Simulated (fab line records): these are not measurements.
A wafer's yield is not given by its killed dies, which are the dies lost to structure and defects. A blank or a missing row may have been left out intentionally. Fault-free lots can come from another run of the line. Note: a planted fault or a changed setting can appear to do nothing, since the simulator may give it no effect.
Matching of chambers    flow n5-finfet    pecvd-01 running N5_BEOL_M12_DEP_53: 3 sister chambers
The step deposits SiCN from 3MS/NH3, target thk 30 nm, time 10.5 s. 27 wafers are shown with their chamber, then 12 later ones without.

WAFERS PAIRED WITH THEIR CHAMBERS
wafer   chamber  showerhead-plenum-p-Torr (Torr)  throttle-valve-pct (%)
L077.1  0        4.190                            18.6
L077.3  2        4.131                            17.9
L077.6  1        4.139                            18.6
L075.1  0        4.192                            18.5
L075.2  1        4.129                            18.5
L075.3  2        4.153                            17.8
L075.4  2        4.152                            18.0
L075.5  1        4.136                            18.5
L075.6  0        4.192                            18.4
L082.1  0        4.189                            18.4
L082.2  2        4.148                            17.9
L082.4  1        4.121                            18.9
L083.1  0        4.188                            18.5
L083.2  1        4.129                            18.8
L083.4  0        4.193                            18.5
L086.1  0        4.173                            18.3
L086.2  2        4.143                            18.3
L086.3  2        4.152                            18.1
L086.4  0        4.193                            18.4
L086.5  2        4.151                            18.1
L086.6  0        4.194                            18.6
L088.2  2        4.136                            17.9
L088.3  0        4.186                            18.5
L088.5  0        4.174                            18.4
L091.3  2        4.148                            18.1
L091.5  0        4.190                            18.3
L091.6  1        4.123                            18.5

SIGNATURES (means of the wafers above)
reading                   chamber 0  chamber 1  chamber 2  scatter within a chamber
showerhead-plenum-p-Torr  4.18783    4.12950    4.14600    0.00732
throttle-valve-pct        18.450     18.633     18.011     0.137
Rule: a wafer's distance from a chamber is the root of the sum, over the readings, of the square of ((its reading less the chamber's mean) divided by the reading's scatter). The wafer belongs to the nearest chamber; if the next one is less than 2 further off, it can't be placed. The scatter is the square root of a quotient: the sum, over the shown wafers, of each reading's squared deviation from its chamber's mean, divided by wafers minus chambers.

WAFERS WITHOUT THEIR CHAMBER
wafer   showerhead-plenum-p-Torr (Torr)  throttle-valve-pct (%)
L090.1  4.148                            18.0
L090.4  4.139                            18.6
L090.5  4.143                            18.3
L095.2  4.194                            18.3
L095.3  4.137                            18.5
L095.4  4.139                            18.2
L097.1  4.147                            17.8
L097.2  4.191                            18.7
L097.3  4.144                            18.7
L097.4  4.201                            18.4
L097.5  4.143                            18.2
L097.6  4.144                            18.8

CHAMBER TAKEN BY EACH
wafer   from the rows above      in truth
L090.1  2                        2
L090.4  1                        1
L090.5  can't be placed: 2 or 1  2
L095.2  0                        0
L095.3  1                        1
L095.4  can't be placed: 2 or 1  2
L097.1  2                        2
L097.2  0                        0
L097.3  1                        1
L097.4  0                        0
L097.5  2                        2
L097.6  1                        1
Correct placement for 10 of the 12. Cannot be placed on the basis of these rows: 2; the candidates contain the true chamber in 2. Placed wrongly: 0.
